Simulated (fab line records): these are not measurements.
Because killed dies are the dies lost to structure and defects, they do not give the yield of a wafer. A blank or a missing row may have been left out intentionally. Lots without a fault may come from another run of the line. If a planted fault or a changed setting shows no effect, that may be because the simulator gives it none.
2 desks looking at one fault / flow n5Finfet / each desk has only its own numbers; what lay behind them comes last

## TOOL OWNER'S DESK, rieDiel-05
The tool's own readings at N5_SD_EPI_N_ETCH_34 (etches SiARC in CF4, target depth 45.5 nm, time 75.8 s): means of the sampled wafers that have a number, for each lot that ran on this tool. A lot is out of limits, marked OUT, if its mean lies more than 4 standard deviations from the usual mean; the brackets give that distance. Shown are 7 of the 8 readings it has, namely the first that went out of limits plus those furthest out on some lot.
Columns: A = chamberPressureMTorr at N5_SD_EPI_N_ETCH_34, usual 40.00 mTorr; B = drypumpMotorCurrentA at N5_SD_EPI_N_ETCH_34, usual 5.6 A; C = etchRfOnTimeS at N5_SD_EPI_N_ETCH_34, usual 76.6 s; D = oesProductAu at N5_SD_EPI_N_ETCH_34, usual 0.67 a.u.; E = rfFwdPowerW at N5_SD_EPI_N_ETCH_34, usual 539.3 W; F = rfVppV at N5_SD_EPI_N_ETCH_34, usual 184.1 V; G = throttleValvePct at N5_SD_EPI_N_ETCH_34, usual 15.43 %
lot=L407; first seen here=day 3 22:28; A=40.00; B=5.7; C=78.7; D=0.68; E=538.3; F=183.4; G=15.50
lot=L413; first seen here=day 5 09:06; A=40.02; B=5.7; C=77.3; D=0.71; E=539.6; F=184.8; G=15.34
lot=L419; first seen here=day 6 17:42; A=40.00; B=6.0; C=104.4 (+13) OUT; D=0.67; E=538.5; F=184.3; G=15.33
lot=L422; first seen here=day 7 13:53; A=39.99; B=5.7; C=90.2 (+6.2) OUT; D=0.66; E=539.2; F=184.0; G=15.37
This desk's verdict: out of limits on L419, L422, starting with L419 at day 6 17:42 (etchRfOnTimeS at N5_SD_EPI_N_ETCH_34). L407, L413 stayed within limits.

## FROM THE METROLOGY DESK
Means of the sampled wafers that have a number, per lot and without regard to the tool the lot ran on: this is what the gauges read. A lot is out of limits, marked OUT, if its mean lies more than 4 standard deviations from the usual mean; the brackets give that distance. Readings shown: 7 of its 11, picked as those furthest out on some lot.
Columns: A = DIBL_N at N5_BEOL_M4_RC_MEAS_101, usual 37.1 mV/V; B = DIBL_P at N5_BEOL_M4_RC_MEAS_101, usual 38 mV/V; C = IOFF_N at N5_BEOL_M4_RC_MEAS_101, usual 0.18 nA/um; D = SS_N at N5_BEOL_M4_RC_MEAS_101, usual 71.7 mV/dec; E = SS_P at N5_BEOL_M4_RC_MEAS_101, usual 73.7 mV/dec; F = VT_N at N5_BEOL_M4_RC_MEAS_101, usual 249 mV; G = VT_P at N5_BEOL_M4_RC_MEAS_101, usual -248 mV
lot=L407; first seen here=day 3 09:59; A=36.8; B=38; C=0.18; D=71.4; E=74.1; F=244; G=-244
lot=L410; first seen here=day 4 10:29; A=36.3; B=37; C=0.16; D=71.3; E=73.7; F=250; G=-247
lot=L413; first seen here=day 4 18:51; A=38.8; B=40; C=0.19; D=71.9; E=74.1; F=249; G=-247
lot=L415; first seen here=day 5 07:11; A=36.2; B=37; C=0.16; D=71.9; E=73.5; F=250; G=-249
lot=L419; first seen here=day 6 06:14; A=37.8; B=38; C=0.18; D=71.9; E=74.0; F=251; G=-247
lot=L422; first seen here=day 7 00:31; A=33.7; B=35; C=0.13; D=71.1; E=72.3; F=251; G=-251
lot=L425; first seen here=day 7 20:07; A=39.9; B=40; C=0.23; D=72.0; E=74.5; F=247; G=-246
lot=L426; first seen here=day 8 01:40; A=37.3; B=40; C=0.20; D=71.5; E=74.4; F=246; G=-246
lot=L427; first seen here=day 8 07:42; A=39.3; B=41; C=0.24; D=72.6; E=74.6; F=244; G=-245
This desk's verdict: no lot among the 9 shows anything out of limits.

## ALL TOGETHER
The tool owner's desk could have raised an alarm at day 6 17:42, on L419, L422.
From the metrology desk's view, nothing was out of limits.
The metrology desk has L419, L422 on record, within its limits.
All the named lots went through N5_SD_EPI_N_ETCH_34 on rieDiel-05.

## WHAT THE SIMULATOR HAD PUT IN
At N5_SD_EPI_N_ETCH_34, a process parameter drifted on rieDiel-05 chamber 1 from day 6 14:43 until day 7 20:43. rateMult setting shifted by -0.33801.
Lots struck among those shown: L419, L422.
Each desk's first reading out of limits, in hours after the fault started: the tool owner's desk, 3.
